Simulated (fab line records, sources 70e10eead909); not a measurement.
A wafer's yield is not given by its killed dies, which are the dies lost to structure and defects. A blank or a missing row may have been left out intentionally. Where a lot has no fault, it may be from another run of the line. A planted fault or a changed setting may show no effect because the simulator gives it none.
fab line records || flow nand-harc
[record] {"lots": 6, "wafers": 18, "last-day": 24}
route steps=1159 shown A_SOURCE_PLATE@418 A_ONON_D1@424 END@1159
lots untouched by any fault: they come from a run of this same line in which no faults occurred
start-h: hours from the record's first day to the start of the lot's first wafer shown || wait-h: hours from the lot's prior step to this one || " the same as in the row above || L1.1+2: a row that stands for several wafers || - no value present, or no start provided || * or withheld: withheld || < > ~ a bound
route shown NAME@n: a module of which the file shows steps, and the number in the route of the first || usual: mean/standard deviation taken from wafers without a fault || same: alike in all rows || chamber/n: place in a boat || sites: each site's reading || _std_site: standard deviation of those values || _edge_site: mean of outer sites minus mean of inner sites || radius-mm: how far each site lies from the wafer's centre || mask NAME#n: copy n || behind: the most recent tool/chamber to have shaped the wafer || hold: cause of the lot's hold/its duration in hours/its outcome || device: the n, p or np transistor that did not switch || end of line: the same wafers' tests at the end of the route || where a step has no rows: the recipe by itself || killed: not the wafer's yield, but the dies lost to structure and defects at the first sort || map: per-die view of a wafer (x killed, . not killed, _ where there is no die)
set.NAME: the setting as run; set.NAME@STEP: as run at that earlier step || model.NAME: the simulator's own value behind a step, which no gauge read
a table for each step, a row for each wafer; lots at some steps of the route
services: from which hour (start-h, from the record's first day; less than 0 if before it) a tool's chamber was out of use, for how many hours, and why
[[steps]]
[step NHARC_A_SOURCE_PLATE_CVD_03]
[recipe] {"target-thk-a": 2000, "temp-c": 620, "pressure-mtorr": 200, "time-s": 4000, "material": "poly-Si"}
[step NHARC_A_SOURCE_PLATE_ANNEAL_05]
[recipe] {"temp-c": 850, "time-s": 1800}
[step NHARC_A_SOURCE_PLATE_THK_MEAS_06]
[recipe] {"thk-meas-gauge": "ellipsometry"}
[usual] {"thk-nm": "201.0/2.3"}
{"lot.wafer": "L537.4", "tool": "film-metro-01", "chamber": "-", "start-h": 158.32, "wait-h": 0.4, "thk-nm": 200.3}
{"lot.wafer": "L537.5", "tool": "film-metro-01", "chamber": "-", "start-h": 158.32, "wait-h": 0.4, "thk-nm": 199.6}
{"lot.wafer": "L537.6", "tool": "film-metro-01", "chamber": "-", "start-h": 158.32, "wait-h": 0.4, "thk-nm": 198.6}
{"lot.wafer": "L539.4", "tool": "film-metro-01", "chamber": "-", "start-h": 165.25, "wait-h": 0.4, "thk-nm": 198.8}
{"lot.wafer": "L539.5", "tool": "film-metro-01", "chamber": "-", "start-h": 165.25, "wait-h": 0.4, "thk-nm": 198.7}
{"lot.wafer": "L539.6", "tool": "film-metro-01", "chamber": "-", "start-h": 165.25, "wait-h": 0.4, "thk-nm": 197.8}
{"lot.wafer": "L549.4", "tool": "film-metro-02", "chamber": "-", "start-h": 232.99, "wait-h": 0.4, "thk-nm": 204.8}
{"lot.wafer": "L549.5", "tool": "film-metro-02", "chamber": "-", "start-h": 232.99, "wait-h": 0.4, "thk-nm": 206.1}
{"lot.wafer": "L549.6", "tool": "film-metro-02", "chamber": "-", "start-h": 232.99, "wait-h": 0.4, "thk-nm": 204.5}
{"lot.wafer": "L552.1", "tool": "film-metro-02", "chamber": "-", "start-h": 251.60, "wait-h": 0.4, "thk-nm": 201.4}
{"lot.wafer": "L552.4", "tool": "film-metro-02", "chamber": "-", "start-h": 251.60, "wait-h": 0.4, "thk-nm": 202.0}
{"lot.wafer": "L552.6", "tool": "film-metro-02", "chamber": "-", "start-h": 251.60, "wait-h": 0.4, "thk-nm": 205.2}
{"lot.wafer": "L558.1", "tool": "film-metro-02", "chamber": "-", "start-h": 285.55, "wait-h": 0.4, "thk-nm": 200.6}
{"lot.wafer": "L558.2", "tool": "film-metro-02", "chamber": "-", "start-h": 285.55, "wait-h": 0.4, "thk-nm": 199.9}
{"lot.wafer": "L558.4", "tool": "film-metro-02", "chamber": "-", "start-h": 285.55, "wait-h": 0.4, "thk-nm": 197.9}
{"lot.wafer": "L560.4", "tool": "film-metro-02", "chamber": "-", "start-h": 291.60, "wait-h": 0.4, "thk-nm": 199.8}
{"lot.wafer": "L560.5", "tool": "film-metro-02", "chamber": "-", "start-h": 291.60, "wait-h": 0.4, "thk-nm": 194.7}
{"lot.wafer": "L560.6", "tool": "film-metro-02", "chamber": "-", "start-h": 291.60, "wait-h": 0.4, "thk-nm": 199.6}
[step NHARC_A_SOURCE_PLATE_INSPECT_08]
[usual] {"raw-defect-count": "64/33"}
{"lot.wafer": "L537.4", "tool": "defect-inspect-02", "chamber": "-", "start-h": 158.39, "wait-h": 0.0, "raw-defect-count": 50}
{"lot.wafer": "L537.5", "tool": "defect-inspect-02", "chamber": "-", "start-h": 158.39, "wait-h": 0.0, "raw-defect-count": 26}
{"lot.wafer": "L537.6", "tool": "defect-inspect-02", "chamber": "-", "start-h": 158.39, "wait-h": 0.0, "raw-defect-count": 41}
{"lot.wafer": "L539.4", "tool": "defect-inspect-01", "chamber": "-", "start-h": 165.31, "wait-h": 0.0, "raw-defect-count": 104}
{"lot.wafer": "L539.5", "tool": "defect-inspect-01", "chamber": "-", "start-h": 165.31, "wait-h": 0.0, "raw-defect-count": 81}
{"lot.wafer": "L539.6", "tool": "defect-inspect-01", "chamber": "-", "start-h": 165.31, "wait-h": 0.0, "raw-defect-count": 89}
{"lot.wafer": "L549.4", "tool": "defect-inspect-01", "chamber": "-", "start-h": 233.05, "wait-h": 0.0, "raw-defect-count": 74}
{"lot.wafer": "L549.5", "tool": "defect-inspect-01", "chamber": "-", "start-h": 233.05, "wait-h": 0.0, "raw-defect-count": 53}
{"lot.wafer": "L549.6", "tool": "defect-inspect-01", "chamber": "-", "start-h": 233.05, "wait-h": 0.0, "raw-defect-count": 128}
{"lot.wafer": "L552.1", "tool": "defect-inspect-02", "chamber": "-", "start-h": 251.66, "wait-h": 0.0, "raw-defect-count": 49}
{"lot.wafer": "L552.4", "tool": "defect-inspect-02", "chamber": "-", "start-h": 251.66, "wait-h": 0.0, "raw-defect-count": 122}
{"lot.wafer": "L552.6", "tool": "defect-inspect-02", "chamber": "-", "start-h": 251.66, "wait-h": 0.0, "raw-defect-count": 56}
{"lot.wafer": "L558.1", "tool": "defect-inspect-02", "chamber": "-", "start-h": 285.64, "wait-h": 0.0, "raw-defect-count": 27}
{"lot.wafer": "L558.2", "tool": "defect-inspect-02", "chamber": "-", "start-h": 285.64, "wait-h": 0.0, "raw-defect-count": 57}
{"lot.wafer": "L558.4", "tool": "defect-inspect-02", "chamber": "-", "start-h": 285.64, "wait-h": 0.0, "raw-defect-count": 74}
{"lot.wafer": "L560.4", "tool": "defect-inspect-02", "chamber": "-", "start-h": 291.70, "wait-h": 0.0, "raw-defect-count": 51}
{"lot.wafer": "L560.5", "tool": "defect-inspect-02", "chamber": "-", "start-h": 291.70, "wait-h": 0.0, "raw-defect-count": 38}
{"lot.wafer": "L560.6", "tool": "defect-inspect-02", "chamber": "-", "start-h": 291.70, "wait-h": 0.0, "raw-defect-count": 53}
[step NHARC_A_ONON_D1_DEP_00]
[recipe] {"target-thk-a": 10000, "n2-flow-sccm": 2750, "n2o-flow-sccm": 2000, "nh3-flow-sccm": 500, "sih4-flow-sccm": 210, "temp-c": 400}
[step NHARC_A_ONON_D1_THK_MEAS_02]
[recipe] {"thk-meas-gauge": "ellipsometry"}
[usual] {"thk-nm": "999/8.8"}
{"lot.wafer": "L537.4", "tool": "film-metro-01", "chamber": "-", "start-h": 158.96, "wait-h": "-", "thk-nm": 996}
{"lot.wafer": "L537.5", "tool": "film-metro-01", "chamber": "-", "start-h": 158.96, "wait-h": "-", "thk-nm": 998}
{"lot.wafer": "L537.6", "tool": "film-metro-01", "chamber": "-", "start-h": 158.96, "wait-h": "-", "thk-nm": 997}
{"lot.wafer": "L539.4", "tool": "film-metro-01", "chamber": "-", "start-h": 165.89, "wait-h": "-", "thk-nm": 999}
{"lot.wafer": "L539.5", "tool": "film-metro-01", "chamber": "-", "start-h": 165.89, "wait-h": "-", "thk-nm": 999}
{"lot.wafer": "L539.6", "tool": "film-metro-01", "chamber": "-", "start-h": 165.89, "wait-h": "-", "thk-nm": 998}
{"lot.wafer": "L549.4", "tool": "film-metro-01", "chamber": "-", "start-h": 233.63, "wait-h": "-", "thk-nm": 987}
{"lot.wafer": "L549.5", "tool": "film-metro-01", "chamber": "-", "start-h": 233.63, "wait-h": "-", "thk-nm": 990}
{"lot.wafer": "L549.6", "tool": "film-metro-01", "chamber": "-", "start-h": 233.63, "wait-h": "-", "thk-nm": 986}
{"lot.wafer": "L552.1", "tool": "film-metro-02", "chamber": "-", "start-h": 252.24, "wait-h": "-", "thk-nm": 993}
{"lot.wafer": "L552.4", "tool": "film-metro-02", "chamber": "-", "start-h": 252.24, "wait-h": "-", "thk-nm": 996}
{"lot.wafer": "L552.6", "tool": "film-metro-02", "chamber": "-", "start-h": 252.24, "wait-h": "-", "thk-nm": 994}
{"lot.wafer": "L558.1", "tool": "film-metro-01", "chamber": "-", "start-h": 286.23, "wait-h": "-", "thk-nm": 1001}
{"lot.wafer": "L558.2", "tool": "film-metro-01", "chamber": "-", "start-h": 286.23, "wait-h": "-", "thk-nm": 1000}
{"lot.wafer": "L558.4", "tool": "film-metro-01", "chamber": "-", "start-h": 286.23, "wait-h": "-", "thk-nm": 1001}
{"lot.wafer": "L560.4", "tool": "film-metro-01", "chamber": "-", "start-h": 292.29, "wait-h": "-", "thk-nm": 1010}
{"lot.wafer": "L560.5", "tool": "film-metro-01", "chamber": "-", "start-h": 292.29, "wait-h": "-", "thk-nm": 1007}
{"lot.wafer": "L560.6", "tool": "film-metro-01", "chamber": "-", "start-h": 292.29, "wait-h": "-", "thk-nm": 1008}
[step NHARC_A_ONON_D1_DEP_03]
[recipe] {"target-thk-a": 10000, "n2-flow-sccm": 2750, "n2o-flow-sccm": 2000, "nh3-flow-sccm": 500, "sih4-flow-sccm": 210, "temp-c": 400}
[step NHARC_A_ONON_D1_THK_MEAS_05]
[recipe] {"thk-meas-gauge": "ellipsometry"}
[usual] {"thk-nm": "1003/10"}
{"lot.wafer": "L537.4", "tool": "film-metro-01", "chamber": "-", "start-h": 159.53, "wait-h": "-", "thk-nm": 996}
{"lot.wafer": "L537.5", "tool": "film-metro-01", "chamber": "-", "start-h": 159.53, "wait-h": "-", "thk-nm": 996}
{"lot.wafer": "L537.6", "tool": "film-metro-01", "chamber": "-", "start-h": 159.53, "wait-h": "-", "thk-nm": 998}
{"lot.wafer": "L539.4", "tool": "film-metro-01", "chamber": "-", "start-h": 166.46, "wait-h": "-", "thk-nm": 995}
{"lot.wafer": "L539.5", "tool": "film-metro-01", "chamber": "-", "start-h": 166.46, "wait-h": "-", "thk-nm": 994}
{"lot.wafer": "L539.6", "tool": "film-metro-01", "chamber": "-", "start-h": 166.46, "wait-h": "-", "thk-nm": 992}
{"lot.wafer": "L549.4", "tool": "film-metro-01", "chamber": "-", "start-h": 234.20, "wait-h": "-", "thk-nm": 1007}
{"lot.wafer": "L549.5", "tool": "film-metro-01", "chamber": "-", "start-h": 234.20, "wait-h": "-", "thk-nm": 1006}
{"lot.wafer": "L549.6", "tool": "film-metro-01", "chamber": "-", "start-h": 234.20, "wait-h": "-", "thk-nm": 1005}
{"lot.wafer": "L552.1", "tool": "film-metro-02", "chamber": "-", "start-h": 252.80, "wait-h": "-", "thk-nm": 990}
{"lot.wafer": "L552.4", "tool": "film-metro-02", "chamber": "-", "start-h": 252.80, "wait-h": "-", "thk-nm": 992}
{"lot.wafer": "L552.6", "tool": "film-metro-02", "chamber": "-", "start-h": 252.80, "wait-h": "-", "thk-nm": 990}
{"lot.wafer": "L558.1", "tool": "film-metro-02", "chamber": "-", "start-h": 286.79, "wait-h": "-", "thk-nm": 990}
{"lot.wafer": "L558.2", "tool": "film-metro-02", "chamber": "-", "start-h": 286.79, "wait-h": "-", "thk-nm": 992}
{"lot.wafer": "L558.4", "tool": "film-metro-02", "chamber": "-", "start-h": 286.79, "wait-h": "-", "thk-nm": 992}
{"lot.wafer": "L560.4", "tool": "film-metro-02", "chamber": "-", "start-h": 292.85, "wait-h": "-", "thk-nm": 983}
{"lot.wafer": "L560.5", "tool": "film-metro-02", "chamber": "-", "start-h": 292.85, "wait-h": "-", "thk-nm": 982}
{"lot.wafer": "L560.6", "tool": "film-metro-02", "chamber": "-", "start-h": 292.85, "wait-h": "-", "thk-nm": 983}
[step NHARC_A_ONON_D1_DEP_06]
[recipe] {"target-thk-a": 10000, "n2-flow-sccm": 2750, "n2o-flow-sccm": 2000, "nh3-flow-sccm": 500, "sih4-flow-sccm": 210, "temp-c": 400}
[step NHARC_A_ONON_D1_THK_MEAS_08]
[recipe] {"thk-meas-gauge": "ellipsometry"}
[usual] {"thk-nm": "1003/12"}
{"lot.wafer": "L537.4", "tool": "film-metro-02", "chamber": "-", "start-h": 160.10, "wait-h": "-", "thk-nm": 996}
{"lot.wafer": "L537.5", "tool": "film-metro-02", "chamber": "-", "start-h": 160.10, "wait-h": "-", "thk-nm": 993}
{"lot.wafer": "L537.6", "tool": "film-metro-02", "chamber": "-", "start-h": 160.10, "wait-h": "-", "thk-nm": 995}
{"lot.wafer": "L539.4", "tool": "film-metro-02", "chamber": "-", "start-h": 167.03, "wait-h": "-", "thk-nm": 1030}
{"lot.wafer": "L539.5", "tool": "film-metro-02", "chamber": "-", "start-h": 167.03, "wait-h": "-", "thk-nm": 1030}
{"lot.wafer": "L539.6", "tool": "film-metro-02", "chamber": "-", "start-h": 167.03, "wait-h": "-", "thk-nm": 1029}
{"lot.wafer": "L549.4", "tool": "film-metro-02", "chamber": "-", "start-h": 234.76, "wait-h": "-", "thk-nm": 1012}
{"lot.wafer": "L549.5", "tool": "film-metro-02", "chamber": "-", "start-h": 234.76, "wait-h": "-", "thk-nm": 1013}
{"lot.wafer": "L549.6", "tool": "film-metro-02", "chamber": "-", "start-h": 234.76, "wait-h": "-", "thk-nm": 1012}
{"lot.wafer": "L552.1", "tool": "film-metro-01", "chamber": "-", "start-h": 253.37, "wait-h": "-", "thk-nm": 1005}
{"lot.wafer": "L552.4", "tool": "film-metro-01", "chamber": "-", "start-h": 253.37, "wait-h": "-", "thk-nm": 1005}
{"lot.wafer": "L552.6", "tool": "film-metro-01", "chamber": "-", "start-h": 253.37, "wait-h": "-", "thk-nm": 1006}
{"lot.wafer": "L558.1", "tool": "film-metro-01", "chamber": "-", "start-h": 287.35, "wait-h": "-", "thk-nm": 1008}
{"lot.wafer": "L558.2", "tool": "film-metro-01", "chamber": "-", "start-h": 287.35, "wait-h": "-", "thk-nm": 1006}
{"lot.wafer": "L558.4", "tool": "film-metro-01", "chamber": "-", "start-h": 287.35, "wait-h": "-", "thk-nm": 1007}
{"lot.wafer": "L560.4", "tool": "film-metro-01", "chamber": "-", "start-h": 293.41, "wait-h": "-", "thk-nm": 1007}
{"lot.wafer": "L560.5", "tool": "film-metro-01", "chamber": "-", "start-h": 293.41, "wait-h": "-", "thk-nm": 1007}
{"lot.wafer": "L560.6", "tool": "film-metro-01", "chamber": "-", "start-h": 293.41, "wait-h": "-", "thk-nm": 1006}
[step NHARC_A_ONON_D1_DEP_09]
[recipe] {"target-thk-a": 10000, "n2-flow-sccm": 2750, "n2o-flow-sccm": 2000, "nh3-flow-sccm": 500, "sih4-flow-sccm": 210, "temp-c": 400}
[usual] {"n2-flow-sccm": "2750/7.4", "n2o-flow-sccm": "2001/5.5"}
{"lot.wafer": "L537.4", "tool": "pecvd-onon-02", "chamber": 0, "start-h": 160.33, "wait-h": 0.2, "n2-flow-sccm": 2743, "n2o-flow-sccm": 1999}
{"lot.wafer": "L537.5", "tool": "pecvd-onon-02", "chamber": 0, "start-h": 160.33, "wait-h": 0.2, "n2-flow-sccm": 2734, "n2o-flow-sccm": 2009}
{"lot.wafer": "L537.6", "tool": "pecvd-onon-02", "chamber": 0, "start-h": 160.33, "wait-h": 0.2, "n2-flow-sccm": 2745, "n2o-flow-sccm": 2006}
{"lot.wafer": "L539.4", "tool": "pecvd-onon-01", "chamber": 0, "start-h": 167.25, "wait-h": 0.2, "n2-flow-sccm": 2749, "n2o-flow-sccm": 2001}
{"lot.wafer": "L539.5", "tool": "pecvd-onon-01", "chamber": 0, "start-h": 167.25, "wait-h": 0.2, "n2-flow-sccm": 2747, "n2o-flow-sccm": 2001}
{"lot.wafer": "L539.6", "tool": "pecvd-onon-01", "chamber": 0, "start-h": 167.25, "wait-h": 0.2, "n2-flow-sccm": 2760, "n2o-flow-sccm": 2008}
{"lot.wafer": "L549.4", "tool": "pecvd-onon-01", "chamber": "-", "start-h": 235.01, "wait-h": 0.2, "n2-flow-sccm": "-", "n2o-flow-sccm": "-"}
{"lot.wafer": "L549.5", "tool": "pecvd-onon-01", "chamber": "-", "start-h": 235.01, "wait-h": 0.2, "n2-flow-sccm": "-", "n2o-flow-sccm": "-"}
{"lot.wafer": "L549.6", "tool": "pecvd-onon-01", "chamber": "-", "start-h": 235.01, "wait-h": 0.2, "n2-flow-sccm": "-", "n2o-flow-sccm": "-"}
{"lot.wafer": "L552.1", "tool": "pecvd-onon-01", "chamber": "-", "start-h": 253.43, "wait-h": 0.1, "n2-flow-sccm": "-", "n2o-flow-sccm": "-"}
{"lot.wafer": "L552.4", "tool": "pecvd-onon-01", "chamber": "-", "start-h": 253.43, "wait-h": 0.1, "n2-flow-sccm": "-", "n2o-flow-sccm": "-"}
{"lot.wafer": "L552.6", "tool": "pecvd-onon-01", "chamber": "-", "start-h": 253.43, "wait-h": 0.1, "n2-flow-sccm": "-", "n2o-flow-sccm": "-"}
{"lot.wafer": "L558.1", "tool": "pecvd-onon-03", "chamber": 0, "start-h": 287.41, "wait-h": 0.1, "n2-flow-sccm": 2752, "n2o-flow-sccm": 2005}
{"lot.wafer": "L558.2", "tool": "pecvd-onon-03", "chamber": 0, "start-h": 287.41, "wait-h": 0.1, "n2-flow-sccm": 2761, "n2o-flow-sccm": 2014}
{"lot.wafer": "L558.4", "tool": "pecvd-onon-03", "chamber": 0, "start-h": 287.41, "wait-h": 0.1, "n2-flow-sccm": 2755, "n2o-flow-sccm": 2009}
{"lot.wafer": "L560.4", "tool": "pecvd-onon-01", "chamber": 0, "start-h": 293.64, "wait-h": 0.2, "n2-flow-sccm": 2738, "n2o-flow-sccm": 2005}
{"lot.wafer": "L560.5", "tool": "pecvd-onon-01", "chamber": 0, "start-h": 293.64, "wait-h": 0.2, "n2-flow-sccm": 2746, "n2o-flow-sccm": 1999}
{"lot.wafer": "L560.6", "tool": "pecvd-onon-01", "chamber": 0, "start-h": 293.64, "wait-h": 0.2, "n2-flow-sccm": 2754, "n2o-flow-sccm": 2003}
[step NHARC_A_ONON_D1_DEP_12]
[recipe] {"target-thk-a": 10000, "n2-flow-sccm": 2750, "n2o-flow-sccm": 2000, "nh3-flow-sccm": 500, "sih4-flow-sccm": 210, "temp-c": 400}
[step NHARC_A_ONON_D1_ANNEAL_15]
[recipe] {"temp-c": 750, "time-s": 3600}
[step NHARC_END_SORT_01]
[recipe] {"temp-c": 25}
[usual] {"killed-at-array": "26/10", "killed-at-other": "0.5/0.87", "killed-at-periphery": "3.0/2.5", "killed-dies": "29/11", "killed-open": "3.3/1.9", "killed-short": "1.8/1.5"}
[same] {"gross-dies": 677}
{"lot.wafer": "L549.4", "tool": "prober-02", "chamber": 0, "start-h": 513.89, "wait-h": 3.4, "killed-at-array": 668, "killed-at-other": 0, "killed-at-periphery": 9, "killed-dies": 677, "killed-open": 3, "killed-short": 0}
{"lot.wafer": "L549.5", "tool": "prober-02", "chamber": 0, "start-h": 514.69, "wait-h": 3.7, "killed-at-array": 665, "killed-at-other": 0, "killed-at-periphery": 12, "killed-dies": 677, "killed-open": 5, "killed-short": 1}
{"lot.wafer": "L549.6", "tool": "prober-02", "chamber": 0, "start-h": 515.48, "wait-h": 4.0, "killed-at-array": 663, "killed-at-other": 0, "killed-at-periphery": 14, "killed-dies": 677, "killed-open": 2, "killed-short": 5}
{"lot.wafer": "L552.1", "tool": "prober-01", "chamber": 0, "start-h": 534.21, "wait-h": 2.5, "killed-at-array": 673, "killed-at-other": 0, "killed-at-periphery": 4, "killed-dies": 677, "killed-open": 1, "killed-short": 4}
{"lot.wafer": "L552.4", "tool": "prober-01", "chamber": 0, "start-h": 536.66, "wait-h": 3.4, "killed-at-array": 673, "killed-at-other": 0, "killed-at-periphery": 4, "killed-dies": 677, "killed-open": 6, "killed-short": 2}
{"lot.wafer": "L552.6", "tool": "prober-01", "chamber": 0, "start-h": 538.30, "wait-h": 4.1, "killed-at-array": 676, "killed-at-other": 0, "killed-at-periphery": 1, "killed-dies": 677, "killed-open": 2, "killed-short": 0}
// killed by level:class
L549.4 A_ONON_D1:area-dep=633 A_SLIT:chamber-film-flake=16 A_CHANNEL_HOLE_D1:chamber-film-flake=14 P_STI:chamber-film-flake=4 P_CONTACT:chamber-film-flake=3 A_STAIRCASE:chamber-film-flake=2 P_GATE:geometric-particle:open=1 A_BLC:geometric-particle:open=1
L549.5 A_ONON_D1:area-dep=621 A_CHANNEL_HOLE_D1:chamber-film-flake=19 A_SLIT:chamber-film-flake=16 P_STI:chamber-film-flake=8 A_CONTACT:geometric-particle:open=2 A_M0:geometric-particle:open=2 P_GATE:chamber-film-flake=2 P_CONTACT:chamber-film-flake=2
L549.6 A_ONON_D1:area-dep=623 A_CHANNEL_HOLE_D1:chamber-film-flake=22 A_SLIT:chamber-film-flake=8 P_STI:chamber-film-flake=5 P_CONTACT:chamber-film-flake=4 A_WL_FILL:geometric-particle:short=3 P_M2:chamber-film-flake=3 A_M0:geometric-particle:short=2
L552.1 A_ONON_D1:area-dep=638 A_SLIT:chamber-film-flake=20 A_STAIRCASE:chamber-film-flake=5 A_CHANNEL_HOLE_D1:chamber-film-flake=3 A_CONTACT:chamber-film-flake=3 A_CHANNEL_FILL_D1:geometric-particle:short=2 P_M0:geometric-particle:short=1 A_BLC:geometric-particle:open=1
L552.4 A_ONON_D1:area-dep=647 A_SLIT:chamber-film-flake=15 A_CHANNEL_HOLE_D1:chamber-film-flake=3 A_CONTACT:geometric-particle:open=2 A_CONTACT:chamber-film-flake=2 P_STI:geometric-particle:open=1 P_ZERO_WELL:chamber-film-flake=1 P_GATE:geometric-particle:open=1
L552.6 A_ONON_D1:area-dep=651 A_SLIT:chamber-film-flake=14 A_CHANNEL_HOLE_D1:chamber-film-flake=5 A_STAIRCASE:chamber-film-flake=4 A_CHANNEL_FILL_D1:geometric-particle:open=1 A_M1:geometric-particle:open=1 P_M0:chamber-film-flake=1
// map L549.4 (x killed, . not)
____________x____________
_________xxxxxxx_________
_______xxxxxxxxxxx_______
______xxxxxxxxxxxxx______
_____xxxxxxxxxxxxxxx_____
____xxxxxxxxxxxxxxxxx____
____xxxxxxxxxxxxxxxxx____
___xxxxxxxxxxxxxxxxxxx___
___xxxxxxxxxxxxxxxxxxx___
__xxxxxxxxxxxxxxxxxxxxx__
__xxxxxxxxxxxxxxxxxxxxx__
_xxxxxxxxxxxxxxxxxxxxxxx_
_xxxxxxxxxxxxxxxxxxxxxxx_
_xxxxxxxxxxxxxxxxxxxxxxx_
_xxxxxxxxxxxxxxxxxxxxxxx_
_xxxxxxxxxxxxxxxxxxxxxxx_
xxxxxxxxxxxxxxxxxxxxxxxxx
xxxxxxxxxxxxxxxxxxxxxxxxx
xxxxxxxxxxxxxxxxxxxxxxxxx
xxxxxxxxxxxxxxxxxxxxxxxxx
xxxxxxxxxxxxxxxxxxxxxxxxx
_xxxxxxxxxxxxxxxxxxxxxxx_
_xxxxxxxxxxxxxxxxxxxxxxx_
_xxxxxxxxxxxxxxxxxxxxxxx_
_xxxxxxxxxxxxxxxxxxxxxxx_
_xxxxxxxxxxxxxxxxxxxxxxx_
__xxxxxxxxxxxxxxxxxxxxx__
__xxxxxxxxxxxxxxxxxxxxx__
___xxxxxxxxxxxxxxxxxxx___
___xxxxxxxxxxxxxxxxxxx___
____xxxxxxxxxxxxxxxxx____
____xxxxxxxxxxxxxxxxx____
_____xxxxxxxxxxxxxxx_____
______xxxxxxxxxxxxx______
_______xxxxxxxxxxx_______
_________xxxxxxx_________
____________x____________
// map L552.1 (x killed, . not)
____________x____________
_________xxxxxxx_________
_______xxxxxxxxxxx_______
______xxxxxxxxxxxxx______
_____xxxxxxxxxxxxxxx_____
____xxxxxxxxxxxxxxxxx____
____xxxxxxxxxxxxxxxxx____
___xxxxxxxxxxxxxxxxxxx___
___xxxxxxxxxxxxxxxxxxx___
__xxxxxxxxxxxxxxxxxxxxx__
__xxxxxxxxxxxxxxxxxxxxx__
_xxxxxxxxxxxxxxxxxxxxxxx_
_xxxxxxxxxxxxxxxxxxxxxxx_
_xxxxxxxxxxxxxxxxxxxxxxx_
_xxxxxxxxxxxxxxxxxxxxxxx_
_xxxxxxxxxxxxxxxxxxxxxxx_
xxxxxxxxxxxxxxxxxxxxxxxxx
xxxxxxxxxxxxxxxxxxxxxxxxx
xxxxxxxxxxxxxxxxxxxxxxxxx
xxxxxxxxxxxxxxxxxxxxxxxxx
xxxxxxxxxxxxxxxxxxxxxxxxx
_xxxxxxxxxxxxxxxxxxxxxxx_
_xxxxxxxxxxxxxxxxxxxxxxx_
_xxxxxxxxxxxxxxxxxxxxxxx_
_xxxxxxxxxxxxxxxxxxxxxxx_
_xxxxxxxxxxxxxxxxxxxxxxx_
__xxxxxxxxxxxxxxxxxxxxx__
__xxxxxxxxxxxxxxxxxxxxx__
___xxxxxxxxxxxxxxxxxxx___
___xxxxxxxxxxxxxxxxxxx___
____xxxxxxxxxxxxxxxxx____
____xxxxxxxxxxxxxxxxx____
_____xxxxxxxxxxxxxxx_____
______xxxxxxxxxxxxx______
_______xxxxxxxxxxx_______
_________xxxxxxx_________
____________x____________
[[services]]
{"tool": "pecvd-onon-03", "chamber": "-", "start-h": 153.20, "hours": 13.0, "kind": "pm"}
{"tool": "pecvd-onon-01", "chamber": "-", "start-h": 163.94, "hours": 0.7, "kind": "repair"}
{"tool": "pecvd-onon-01", "chamber": "-", "start-h": 195.05, "hours": 13.0, "kind": "pm"}
{"tool": "pecvd-onon-01", "chamber": "-", "start-h": 247.07, "hours": 1.1, "kind": "repair"}
{"tool": "pecvd-onon-02", "chamber": "-", "start-h": 292.23, "hours": 13.0, "kind": "pm"}
[[key]]
[first-sign] {"step": "NHARC_A_ONON_D1_DEP_09", "reading": "tool-record", "direction": "missing"}
[effect] {"step": "NHARC_END_SORT_01", "reading": "killed-at-array", "direction": "up", "sigmas": 64, "usual": 26, "struck": 670}
[more-kills-born-at] {"NHARC_A_ONON_D1_DEP_09@pecvd-onon-01": 3813}
met-at NHARC_A_ONON_D1_DEP_09
struck-wafers L549.4,L549.5,L549.6,L552.1,L552.4,L552.6
later-rows-left-out L549.4,L549.5,L549.6,L552.1,L552.4,L552.6
tester-left-out L549,L552
onset-between 167.25 235.01
[fault] {"kind": "skipped-step-whole", "tool": "pecvd-onon-01", "chamber": "-", "onset-h": 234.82, "steps": "NHARC_A_ONON_D1_DEP_09", "scope": "struck-lots-only"}
// tester-left-out: of these lots the tester's yield and bins aren't shown, on N5 and GAA mostly nor the transistor test; their killed dies are dies lost to structure and defects alone, not to doping, threshold or leakage, so they don't give the yield
// later-rows-left-out: the simulator's readings of these wafers behind a module that went badly wrong aren't trusted and aren't shown, but for the sort
